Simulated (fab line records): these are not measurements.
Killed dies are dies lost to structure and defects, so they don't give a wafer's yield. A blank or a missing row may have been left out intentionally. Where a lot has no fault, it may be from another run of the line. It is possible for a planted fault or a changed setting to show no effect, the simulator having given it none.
fab line records -- flow n5-finfet -- part 2 of 2: steps 4 to 6 of 6
[record] lots = 22, wafers = 66, last-day = 17
route steps=1938 shown BEOL_M3@949
lots that met no fault: from a run of the same line without faults
start-h: start of the lot's first displayed wafer, in hours after the record's first day -- wait-h: time in hours since the lot's previous step -- " as in the row above -- L1.1+2: a single row standing in for several wafers -- - value missing, or start not given -- * or withheld: withheld -- < > ~ a bound
route shown NAME@n: names a module that has steps shown in the file, with the first one's number in the route -- usual: mean and standard deviation over wafers with no fault -- same: alike in all rows -- chamber/n: place in a boat -- sites: the reading at each site -- _std_site: the standard deviation of these -- _edge_site: the outer-site mean with the inner-site mean subtracted -- radius-mm: for every site, how far away it sits from the centre of the wafer -- mask NAME#n: copy n -- behind: the last tool/chamber to shape the wafer -- hold: reason for holding the lot/hours on hold/outcome of the hold -- device: whichever transistor did not switch (one of n, p or np) -- end of line: the same wafers' tests at the end of the route -- for a step that has no rows: nothing shown but its recipe -- killed: not the wafer's yield, but the dies lost to structure and defects at the first sort -- map: per-die view of a wafer (x killed, . not killed, _ where there is no die)
set.NAME: the setting as run; set.NAME@STEP: as run at that earlier step -- model.NAME: the simulator's own value behind a step, which no gauge read
a sample of lots followed through the steps of the route, with each step as a table and each wafer as a row
services: from which hour (start-h, from the record's first day; less than 0 if before it) a tool's chamber was out of use, for how many hours, and why
[[steps]]
[step N5_BEOL_M3_SPUTTER_79]
[recipe] material = Cu, target-thk-a = 45, temp-c = -20, chamber-pressure-pa = 0.07, power-w = withheld, time-s = 8.29
[usual] susceptor-temp-C = -20.01/0.1, throttle-valve-pct = 29.7/1.1
lot.wafer,tool,chamber,start-h,wait-h,susceptor-temp-C,throttle-valve-pct
L075.3,pvd-sputter-01,-,159.68,0.1,-20.01,30.8
L075.5,pvd-sputter-01,-,159.68,0.1,-20.18,30.9
L075.6,pvd-sputter-01,-,159.68,0.1,-19.95,28.8
L077.1,pvd-sputter-02,-,163.73,0.1,-20.06,29.0
L077.4,pvd-sputter-02,-,163.73,0.1,-20.01,28.4
L077.6,pvd-sputter-02,-,163.73,0.1,-19.99,30.2
L076.1,pvd-sputter-01,-,173.02,0.1,-20.00,30.9
L076.4,pvd-sputter-01,-,173.02,0.1,-19.97,30.2
L076.5,pvd-sputter-01,-,173.02,0.1,-20.06,31.0
L078.1,pvd-sputter-03,-,174.64,0.1,-20.16,28.1
L078.2,pvd-sputter-03,-,174.64,0.1,-20.03,30.1
L078.3,pvd-sputter-03,-,174.64,0.1,-19.99,29.3
L079.2,pvd-sputter-01,-,175.58,0.1,-19.93,28.5
L079.3,pvd-sputter-01,-,175.58,0.1,-20.08,30.0
L079.5,pvd-sputter-01,-,175.58,0.1,-20.00,28.8
L080.1,pvd-sputter-03,-,177.90,0.1,-20.07,29.7
L080.2,pvd-sputter-03,-,177.90,0.1,-20.18,31.3
L080.6,pvd-sputter-03,-,177.90,0.1,-20.12,31.3
L081.2,pvd-sputter-01,-,215.67,0.1,-19.98,28.6
L081.4,pvd-sputter-01,-,215.67,0.1,-19.94,31.1
L081.5,pvd-sputter-01,-,215.67,0.1,-19.88,28.7
L084.1,pvd-sputter-02,-,216.53,0.1,-19.92,28.6
L084.3,pvd-sputter-02,-,216.53,0.1,-19.98,30.1
L084.5,pvd-sputter-02,-,216.53,0.1,-20.06,29.9
L083.1,pvd-sputter-02,-,219.88,0.1,-20.02,29.0
L083.3,pvd-sputter-02,-,219.88,0.1,-20.04,29.9
L083.5,pvd-sputter-02,-,219.88,0.1,-19.99,29.0
L082.3,pvd-sputter-03,-,220.99,0.1,-20.11,29.8
L082.4,pvd-sputter-03,-,220.99,0.1,-20.14,27.9
L082.5,pvd-sputter-03,-,220.99,0.1,-20.14,31.3
L085.2,pvd-sputter-01,-,222.48,0.1,-19.91,28.9
L085.4,pvd-sputter-01,-,222.48,0.1,-20.07,30.9
L085.5,pvd-sputter-01,-,222.48,0.1,-19.84,28.5
L086.2,pvd-sputter-03,-,227.64,0.1,-19.93,29.0
L086.4,pvd-sputter-03,-,227.64,0.1,-20.05,31.2
L086.6,pvd-sputter-03,-,227.64,0.1,-20.01,31.1
L087.2,pvd-sputter-01,-,234.46,0.1,-20.16,30.8
L087.3,pvd-sputter-01,-,234.46,0.1,-19.95,28.4
L087.4,pvd-sputter-01,-,234.46,0.1,-19.88,30.8
L088.3,pvd-sputter-01,-,238.49,0.1,-20.15,30.8
L088.4,pvd-sputter-01,-,238.49,0.1,-20.17,30.8
L088.5,pvd-sputter-01,-,238.49,0.1,-20.00,28.8
L089.1,pvd-sputter-02,-,248.21,0.1,-20.03,28.4
L089.3,pvd-sputter-02,-,248.21,0.1,-20.01,30.5
L089.4,pvd-sputter-02,-,248.21,0.1,-19.87,29.0
L090.1,pvd-sputter-02,-,256.68,0.1,-20.07,30.1
L090.2,pvd-sputter-02,-,256.68,0.1,-20.00,29.0
L090.3,pvd-sputter-02,-,256.68,0.1,-19.90,30.5
L092.1,pvd-sputter-03,-,268.28,0.1,-20.01,31.2
L092.4,pvd-sputter-03,-,268.28,0.1,-20.06,28.0
L092.5,pvd-sputter-03,-,268.28,0.1,-19.86,29.1
L091.1,pvd-sputter-03,-,271.40,0.1,-20.07,29.0
L091.2,pvd-sputter-03,-,271.40,0.1,-20.10,30.1
L091.5,pvd-sputter-03,-,271.40,0.1,-20.01,29.7
L093.1,pvd-sputter-01,-,271.56,0.1,-19.99,30.0
L093.2,pvd-sputter-01,-,271.56,0.1,-19.81,30.7
L093.5,pvd-sputter-01,-,271.56,0.1,-19.88,31.1
L094.2,pvd-sputter-02,-,274.56,0.1,-20.02,30.7
L094.3,pvd-sputter-02,-,274.56,0.1,-19.99,29.7
L094.5,pvd-sputter-02,-,274.56,0.1,-19.88,30.3
L096.1,pvd-sputter-02,-,287.29,0.1,-20.09,29.0
L096.2,pvd-sputter-02,-,287.29,0.1,-20.03,30.3
L096.6,pvd-sputter-02,-,287.29,0.1,-19.91,28.5
L097.1,pvd-sputter-03,-,291.32,0.1,-19.92,29.0
L097.2,pvd-sputter-03,-,291.32,0.1,-19.99,27.8
L097.4,pvd-sputter-03,-,291.32,0.1,-19.85,29.9
[step N5_BEOL_M3_ANNEAL_91]
[recipe] temp-c = 400, time-s = 240, ambient = vacuum
[usual] heater-power-w = 816/62, susceptor-temp-C = 400.01/0.23
lot.wafer,tool,chamber,start-h,wait-h,heater-power-w,susceptor-temp-C
L075.3,pvd-sputter-01,-,160.64,0.0,767,400.14
L075.5,pvd-sputter-01,-,160.64,0.0,805,400.25
L075.6,pvd-sputter-01,-,160.64,0.0,791,400.22
L077.1,pvd-sputter-02,-,164.69,0.0,818,399.92
L077.4,pvd-sputter-02,-,164.69,0.0,872,400.59
L077.6,pvd-sputter-02,-,164.69,0.0,867,399.97
L076.1,pvd-sputter-01,-,173.98,0.0,796,399.65
L076.4,pvd-sputter-01,-,173.98,0.0,651,399.71
L076.5,pvd-sputter-01,-,173.98,0.0,792,400.00
L078.1,pvd-sputter-03,-,175.60,0.0,865,399.84
L078.2,pvd-sputter-03,-,175.60,0.0,717,400.17
L078.3,pvd-sputter-03,-,175.60,0.0,802,399.85
L079.2,pvd-sputter-01,-,176.54,0.0,799,400.15
L079.3,pvd-sputter-01,-,176.54,0.0,664,399.51
L079.5,pvd-sputter-01,-,176.54,0.0,805,400.09
L080.1,pvd-sputter-03,-,178.86,0.0,696,400.36
L080.2,pvd-sputter-03,-,178.86,0.0,882,399.49
L080.6,pvd-sputter-03,-,178.86,0.0,864,399.92
L081.2,pvd-sputter-01,-,216.63,0.0,788,400.03
L081.4,pvd-sputter-01,-,216.63,0.0,866,399.72
L081.5,pvd-sputter-01,-,216.63,0.0,782,399.78
L084.1,pvd-sputter-02,-,217.49,0.0,857,399.42
L084.3,pvd-sputter-02,-,217.49,0.0,867,400.15
L084.5,pvd-sputter-02,-,217.49,0.0,845,399.96
L083.1,pvd-sputter-02,-,220.84,0.0,809,400.07
L083.3,pvd-sputter-02,-,220.84,0.0,858,399.83
L083.5,pvd-sputter-02,-,220.84,0.0,821,399.86
L082.3,pvd-sputter-03,-,221.95,0.0,692,400.09
L082.4,pvd-sputter-03,-,221.95,0.0,865,399.94
L082.5,pvd-sputter-03,-,221.95,0.0,845,399.99
L085.2,pvd-sputter-01,-,223.44,0.0,818,399.94
L085.4,pvd-sputter-01,-,223.44,0.0,806,400.04
L085.5,pvd-sputter-01,-,223.44,0.0,786,399.80
L086.2,pvd-sputter-03,-,228.60,0.0,795,400.11
L086.4,pvd-sputter-03,-,228.60,0.0,865,399.91
L086.6,pvd-sputter-03,-,228.60,0.0,863,400.07
L087.2,pvd-sputter-01,-,235.42,0.0,877,400.28
L087.3,pvd-sputter-01,-,235.42,0.0,806,399.98
L087.4,pvd-sputter-01,-,235.42,0.0,787,399.99
L088.3,pvd-sputter-01,-,239.45,0.0,785,399.75
L088.4,pvd-sputter-01,-,239.45,0.0,874,399.64
L088.5,pvd-sputter-01,-,239.45,0.0,802,399.99
L089.1,pvd-sputter-02,-,249.17,0.0,879,399.94
L089.3,pvd-sputter-02,-,249.17,0.0,873,399.86
L089.4,pvd-sputter-02,-,249.17,0.0,819,400.22
L090.1,pvd-sputter-02,-,257.64,0.0,833,400.00
L090.2,pvd-sputter-02,-,257.64,0.0,824,400.60
L090.3,pvd-sputter-02,-,257.64,0.0,859,400.20
L092.1,pvd-sputter-03,-,269.24,0.0,846,400.03
L092.4,pvd-sputter-03,-,269.24,0.0,878,399.90
L092.5,pvd-sputter-03,-,269.24,0.0,804,399.90
L091.1,pvd-sputter-03,-,272.36,0.0,797,399.87
L091.2,pvd-sputter-03,-,272.36,0.0,722,400.04
L091.5,pvd-sputter-03,-,272.36,0.0,711,399.75
L093.1,pvd-sputter-01,-,272.52,0.0,650,400.08
L093.2,pvd-sputter-01,-,272.52,0.0,876,399.62
L093.5,pvd-sputter-01,-,272.52,0.0,857,399.94
L094.2,pvd-sputter-02,-,275.52,0.0,861,400.08
L094.3,pvd-sputter-02,-,275.52,0.0,857,399.93
L094.5,pvd-sputter-02,-,275.52,0.0,854,400.01
L096.1,pvd-sputter-02,-,288.25,0.0,805,400.12
L096.2,pvd-sputter-02,-,288.25,0.0,845,399.99
L096.6,pvd-sputter-02,-,288.25,0.0,870,400.69
L097.1,pvd-sputter-03,-,292.28,0.0,794,399.99
L097.2,pvd-sputter-03,-,292.28,0.0,869,400.22
L097.4,pvd-sputter-03,-,292.28,0.0,706,400.10
[step N5_BEOL_M3_DEP_57]
[recipe] material = SiCN, target-thk-a = 80, temp-c = withheld, precursor = 3MS/NH3, pressure-torr = 3, rf-w = 202, time-s = 14
[usual] showerhead-plenum-p-Torr = 3.661/0.012, throttle-valve-pct = 9.0/0.49
lot.wafer,tool,chamber,start-h,wait-h,showerhead-plenum-p-Torr,throttle-valve-pct
L075.3,pecvd-02,1,162.22,0.0,3.678,9.4
L075.5,pecvd-02,2,162.22,0.0,3.681,8.3
L075.6,pecvd-02,1,162.22,0.0,3.677,9.1
L077.1,pecvd-04,0,166.26,0.0,3.648,8.8
L077.4,pecvd-04,1,166.26,0.0,3.659,9.7
L077.6,pecvd-04,0,166.26,0.0,3.657,9.0
L076.1,pecvd-04,1,176.26,0.0,3.660,9.5
L076.4,pecvd-04,0,176.26,0.0,3.661,8.9
L076.5,pecvd-04,1,176.26,0.0,3.653,9.5
L078.1,pecvd-04,2,177.72,0.0,3.672,9.7
L078.2,pecvd-04,1,177.72,0.0,3.662,9.5
L078.3,pecvd-04,0,177.72,0.0,3.657,8.6
L079.2,pecvd-02,1,179.06,0.0,3.672,9.3
L079.3,pecvd-02,0,179.06,0.0,3.633,9.4
L079.5,pecvd-02,2,179.06,0.0,3.673,8.5
L080.1,pecvd-02,0,180.42,0.0,3.641,9.5
L080.2,pecvd-02,2,180.42,0.0,3.661,8.3
L080.6,pecvd-02,2,180.42,0.0,3.660,8.3
L081.2,pecvd-04,1,218.20,0.0,3.656,9.7
L081.4,pecvd-04,1,218.20,0.0,3.655,9.5
L081.5,pecvd-04,1,218.20,0.0,3.665,9.7
L084.1,pecvd-03,1,219.21,0.0,3.661,9.1
L084.3,pecvd-03,2,219.21,0.0,3.646,8.7
L084.5,pecvd-03,1,219.21,0.0,3.666,8.5
L083.1,pecvd-02,1,222.42,0.0,3.660,9.3
L083.3,pecvd-02,0,222.42,0.0,3.645,9.6
L083.5,pecvd-02,0,222.42,0.0,3.636,9.7
L082.3,pecvd-04,1,223.63,0.0,3.663,9.7
L082.4,pecvd-04,0,223.63,0.0,3.660,8.7
L082.5,pecvd-04,0,223.63,0.0,3.658,8.9
L085.2,pecvd-02,1,225.02,0.0,3.670,9.2
L085.4,pecvd-02,2,225.02,0.0,3.674,8.1
L085.5,pecvd-02,1,225.02,0.0,3.675,9.4
L086.2,pecvd-02,0,230.18,0.0,3.643,9.5
L086.4,pecvd-02,0,230.18,0.0,3.641,9.4
L086.6,pecvd-02,1,230.18,0.0,3.670,9.4
L087.2,pecvd-03,2,236.98,0.0,3.643,8.3
L087.3,pecvd-03,0,236.98,0.0,3.661,9.1
L087.4,pecvd-03,0,236.98,0.0,3.662,8.8
L088.3,pecvd-02,2,241.02,0.0,3.676,8.2
L088.4,pecvd-02,2,241.02,0.0,3.678,8.2
L088.5,pecvd-02,0,241.02,0.0,3.638,9.4
L089.1,pecvd-03,2,251.01,0.0,3.650,9.0
L089.3,pecvd-03,1,251.01,0.0,3.659,8.8
L089.4,pecvd-03,0,251.01,0.0,3.649,9.0
L090.1,pecvd-04,0,259.22,0.0,3.665,8.8
L090.2,pecvd-04,1,259.22,0.0,3.659,9.5
L090.3,pecvd-04,2,259.22,0.0,3.672,8.2
L092.1,pecvd-04,2,270.82,0.0,3.670,8.6
L092.4,pecvd-04,2,270.82,0.0,3.668,8.4
L092.5,pecvd-04,1,270.82,0.0,3.651,9.5
L091.1,pecvd-04,2,274.00,0.0,3.670,8.5
L091.2,pecvd-04,0,274.00,0.0,3.662,9.1
L091.5,pecvd-04,0,274.00,0.0,3.655,9.1
L093.1,pecvd-04,1,274.19,0.0,3.661,9.4
L093.2,pecvd-04,0,274.19,0.0,3.659,9.2
L093.5,pecvd-04,0,274.19,0.0,3.656,9.0
L094.2,pecvd-02,2,277.16,0.0,3.672,8.8
L094.3,pecvd-02,1,277.16,0.0,3.676,9.3
L094.5,pecvd-02,0,277.16,0.0,3.642,9.3
L096.1,pecvd-04,2,289.81,0.0,3.669,8.3
L096.2,pecvd-04,1,289.81,0.0,3.659,9.9
L096.6,pecvd-04,1,289.81,0.0,3.660,9.8
L097.1,pecvd-04,1,293.84,0.0,3.658,9.5
L097.2,pecvd-04,2,293.84,0.0,3.680,8.5
L097.4,pecvd-04,0,293.84,0.0,3.661,9.0
[[services]]
tool,chamber,start-h,hours,kind
rie-diel-05,0,134.07,5.7,repair
pecvd-04,0,140.44,5.5,scheduled-down
pecvd-04,-,140.80,0.6,repair
rie-diel-02,3,143.56,-,clean
rie-diel-02,3,143.56,-,consumable-replace:focus-ring
rie-diel-02,3,143.56,16.6,scheduled-down
rie-diel-02,3,143.56,16.6,vent-cycle
rie-diel-05,0,159.98,-,clean
rie-diel-05,0,159.98,-,consumable-replace:focus-ring
rie-diel-05,0,159.98,15.6,scheduled-down
rie-diel-05,0,159.98,15.6,vent-cycle
pecvd-03,2,166.60,19.3,repair
pecvd-04,-,172.05,0.9,repair
rie-diel-05,3,175.58,-,clean
rie-diel-05,3,175.58,-,consumable-replace:focus-ring
rie-diel-05,3,175.58,-,consumable-replace:showerhead
rie-diel-05,3,175.58,22.7,scheduled-down
rie-diel-05,3,175.58,22.7,vent-cycle
rie-diel-02,2,187.47,42.2,repair
rie-diel-05,-,197.43,0.5,repair
pecvd-04,2,202.38,-,clean
pecvd-02,1,242.54,2.1,repair
pecvd-03,-,263.84,1.6,repair
pecvd-02,-,266.62,1.8,repair
